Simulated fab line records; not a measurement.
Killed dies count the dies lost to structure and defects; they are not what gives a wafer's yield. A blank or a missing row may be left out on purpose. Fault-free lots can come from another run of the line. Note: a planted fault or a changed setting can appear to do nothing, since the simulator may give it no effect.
Split-lot study :: flow n5Finfet :: 21 wafers read from 7 lots, route of 1938 steps

== THE SPLIT ==
At N5_SDB_COAT_03 (time 60 s, resist thk 100 nm), the setting spinRpm was moved away from the recipe's 1500 rpm on 9 of the 21 wafers read, by -9.9% to +3.7%. All remaining wafers had this setting at the recipe value.

The split's own step is where the reading is taken.

== THE READING ==
SOC_of_SDB_COAT_03.thkNm (the simulator's own value, which no gauge read), in nm, at N5_SDB_COAT_03 (time 60 s, resist thk 100 nm). The file does not state a usual value for it. Average 99.8 nm, standard deviation 0.38 nm, over the 12 wafers here run with the recipe.

wafer: L074.3
tool, chamber at the split: lithoTrack-01, 0
spinRpm as run, rpm: 1500
against the recipe: recipe
SOC_of_SDB_COAT_03.thkNm, nm: 100
against lot-mates on the recipe: -

wafer: L074.4
tool, chamber at the split: lithoTrack-01, 0
spinRpm as run, rpm: 1376
against the recipe: -8.3%
SOC_of_SDB_COAT_03.thkNm, nm: 104.2
against lot-mates on the recipe: +4.2

wafer: L074.5
tool, chamber at the split: lithoTrack-01, 0
spinRpm as run, rpm: 1376
against the recipe: -8.3%
SOC_of_SDB_COAT_03.thkNm, nm: 104
against lot-mates on the recipe: +4.0

wafer: L076.1
tool, chamber at the split: lithoTrack-01, 0
spinRpm as run, rpm: 1500
against the recipe: recipe
SOC_of_SDB_COAT_03.thkNm, nm: 100
against lot-mates on the recipe: -

wafer: L076.4
tool, chamber at the split: lithoTrack-01, 0
spinRpm as run, rpm: 1352
against the recipe: -9.9%
SOC_of_SDB_COAT_03.thkNm, nm: 105
against lot-mates on the recipe: +5.0

wafer: L076.6
tool, chamber at the split: lithoTrack-01, 0
spinRpm as run, rpm: 1352
against the recipe: -9.9%
SOC_of_SDB_COAT_03.thkNm, nm: 105.6
against lot-mates on the recipe: +5.6

wafer: L080.2
tool, chamber at the split: lithoTrack-02, 0
spinRpm as run, rpm: 1500
against the recipe: recipe
SOC_of_SDB_COAT_03.thkNm, nm: 100
against lot-mates on the recipe: -

wafer: L080.5
tool, chamber at the split: lithoTrack-02, 0
spinRpm as run, rpm: 1393
against the recipe: -7.1%
SOC_of_SDB_COAT_03.thkNm, nm: 103.8
against lot-mates on the recipe: +3.8

wafer: L080.6
tool, chamber at the split: lithoTrack-02, 0
spinRpm as run, rpm: 1393
against the recipe: -7.1%
SOC_of_SDB_COAT_03.thkNm, nm: 103.8
against lot-mates on the recipe: +3.8

wafer: L081.3
tool, chamber at the split: lithoTrack-02, 0
spinRpm as run, rpm: 1500
against the recipe: recipe
SOC_of_SDB_COAT_03.thkNm, nm: 99.8
against lot-mates on the recipe: -

wafer: L081.4
tool, chamber at the split: lithoTrack-02, 0
spinRpm as run, rpm: 1500
against the recipe: recipe
SOC_of_SDB_COAT_03.thkNm, nm: 100.2
against lot-mates on the recipe: -

wafer: L081.6
tool, chamber at the split: lithoTrack-02, 0
spinRpm as run, rpm: 1500
against the recipe: recipe
SOC_of_SDB_COAT_03.thkNm, nm: 100.2
against lot-mates on the recipe: -

wafer: L088.1
tool, chamber at the split: lithoTrack-03, 0
spinRpm as run, rpm: 1500
against the recipe: recipe
SOC_of_SDB_COAT_03.thkNm, nm: 99.4
against lot-mates on the recipe: -

wafer: L088.2
tool, chamber at the split: lithoTrack-03, 0
spinRpm as run, rpm: 1500
against the recipe: recipe
SOC_of_SDB_COAT_03.thkNm, nm: 99
against lot-mates on the recipe: -

wafer: L088.5
tool, chamber at the split: lithoTrack-03, 0
spinRpm as run, rpm: 1500
against the recipe: recipe
SOC_of_SDB_COAT_03.thkNm, nm: 99.2
against lot-mates on the recipe: -

wafer: L090.1
tool, chamber at the split: lithoTrack-03, 0
spinRpm as run, rpm: 1556
against the recipe: +3.7%
SOC_of_SDB_COAT_03.thkNm, nm: 98
against lot-mates on the recipe: no lot-mate on the recipe

wafer: L090.6
tool, chamber at the split: lithoTrack-03, 0
spinRpm as run, rpm: 1556
against the recipe: +3.7%
SOC_of_SDB_COAT_03.thkNm, nm: 98
against lot-mates on the recipe: no lot-mate on the recipe

wafer: L090.4
tool, chamber at the split: lithoTrack-03, 0
spinRpm as run, rpm: 1556
against the recipe: +3.7%
SOC_of_SDB_COAT_03.thkNm, nm: 97.8
against lot-mates on the recipe: no lot-mate on the recipe

wafer: L097.1
tool, chamber at the split: lithoTrack-03, 0
spinRpm as run, rpm: 1500
against the recipe: recipe
SOC_of_SDB_COAT_03.thkNm, nm: 100
against lot-mates on the recipe: -

wafer: L097.2
tool, chamber at the split: lithoTrack-03, 0
spinRpm as run, rpm: 1500
against the recipe: recipe
SOC_of_SDB_COAT_03.thkNm, nm: 100
against lot-mates on the recipe: -

wafer: L097.5
tool, chamber at the split: lithoTrack-03, 0
spinRpm as run, rpm: 1500
against the recipe: recipe
SOC_of_SDB_COAT_03.thkNm, nm: 99.6
against lot-mates on the recipe: -

THE FIT
A straight line over all 21 wafers: SOC_of_SDB_COAT_03.thkNm changes by -0.54 nm for each +1% of spinRpm; r = -0.99; the points scatter about the line by 0.34 nm.
The same after taking each lot's own level away (the mean of its wafers on the recipe; 18 wafers): -0.523 nm for each +1%; r = -1.00; scatter 0.2 nm.
Per that fit: largest spinRpm move, reading shift of 5.2 nm.
The span of the lots' own levels, 99.20 to 100.07 nm, comes to 2.3 times the standard deviation stated above.
Hence the lot-to-lot level has little effect on the slope; both slopes agree.
Check: +5.21 nm against its lot-mates is what the line predicts for one of the wafers moved furthest among these (-9.9%) when that wafer is left out of the fit. Against them it came out at +5 nm.

== OTHER SPLITS ON THESE WAFERS ==
Before the reading, these wafers also passed through other splits. Each is held against what the fit with the lots' levels taken away leaves over:
other split on the same wafers: N5_ZERO_LAYER_EXPOSE_08 doseMj
wafers away from the commonest value: 5
r with SOC_of_SDB_COAT_03.thkNm (lot level and that fit taken away): -0.22

other split on the same wafers: N5_ZERO_LAYER_PEB_09 pebTimeS
wafers away from the commonest value: as run: not given for these wafers
r with SOC_of_SDB_COAT_03.thkNm (lot level and that fit taken away): -

other split on the same wafers: N5_WELL_APT_EXPOSE_05 doseMj
wafers away from the commonest value: 9
r with SOC_of_SDB_COAT_03.thkNm (lot level and that fit taken away): -0.28

other split on the same wafers: N5_WELL_APT_DEVELOP_07 developTimeS
wafers away from the commonest value: 4
r with SOC_of_SDB_COAT_03.thkNm (lot level and that fit taken away): -0.20

other split on the same wafers: N5_FIN_CUT_EXPOSE_05 doseMj
wafers away from the commonest value: 9
r with SOC_of_SDB_COAT_03.thkNm (lot level and that fit taken away): -0.02

other split on the same wafers: N5_SD_EPI_N_ETCH_45 targetDepthA
wafers away from the commonest value: 9
r with SOC_of_SDB_COAT_03.thkNm (lot level and that fit taken away): +0.04

other split on the same wafers: N5_SD_EPI_N_ETCH_16 targetDepthA
wafers away from the commonest value: 10
r with SOC_of_SDB_COAT_03.thkNm (lot level and that fit taken away): -0.12

== FILE'S OWN FIT ==
SOC_of_SDB_COAT_03.thkNm changes by -0.523 nm for each +1% of spinRpm, r = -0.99.
